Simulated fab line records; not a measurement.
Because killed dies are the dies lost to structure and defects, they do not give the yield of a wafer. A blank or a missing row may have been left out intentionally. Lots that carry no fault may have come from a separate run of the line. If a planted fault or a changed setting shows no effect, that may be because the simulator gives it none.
Chamber matching / flow nandHarc / pecvd-01 running NHARC_A_CONTACT_DEP_58: 3 sister chambers
The step deposits SiON, target thk 60 nm. 3 wafers are shown with their chamber, then 7 later ones without.

## EACH WAFER AND ITS CHAMBER
wafer=L084.4; chamber=1; heaterPowerW (W)=711
wafer=L085.1; chamber=2; heaterPowerW (W)=839
wafer=L085.2; chamber=0; heaterPowerW (W)=958

## WAFERS MISSING THEIR CHAMBER
wafer=L085.4; heaterPowerW (W)=835
wafer=L088.2; heaterPowerW (W)=806
wafer=L088.4; heaterPowerW (W)=812
wafer=L088.5; heaterPowerW (W)=882
wafer=L096.2; heaterPowerW (W)=723
wafer=L096.5; heaterPowerW (W)=722
wafer=L096.6; heaterPowerW (W)=915

## WHICH CHAMBER EACH ONE RAN IN
wafer=L085.4; from the rows above=2; in truth=2
wafer=L088.2; from the rows above=2; in truth=2
wafer=L088.4; from the rows above=2; in truth=2
wafer=L088.5; from the rows above=can't be placed: 2 or 0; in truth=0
wafer=L096.2; from the rows above=1; in truth=1
wafer=L096.5; from the rows above=1; in truth=1
wafer=L096.6; from the rows above=can't be placed: 0 or 2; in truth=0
5 of 7 placed correctly. Cannot be placed on the basis of these rows: 2; the candidates contain the true chamber in 2. Number placed wrongly: 0.
How it was worked out, from the rows above alone: a wafer's distance from a chamber is the root of the sum, over the readings, of the square of ((its reading less the chamber's mean) divided by the reading's scatter). If the next closest chamber is less than 2 further off than the closest, the wafer can't be placed; otherwise it belongs to the closest. Each chamber's mean is taken over the wafers shown for it. The scatter (one wafer shown for each chamber): square how far every hidden wafer sits from the nearest shown wafer, average those squares and take the square root.
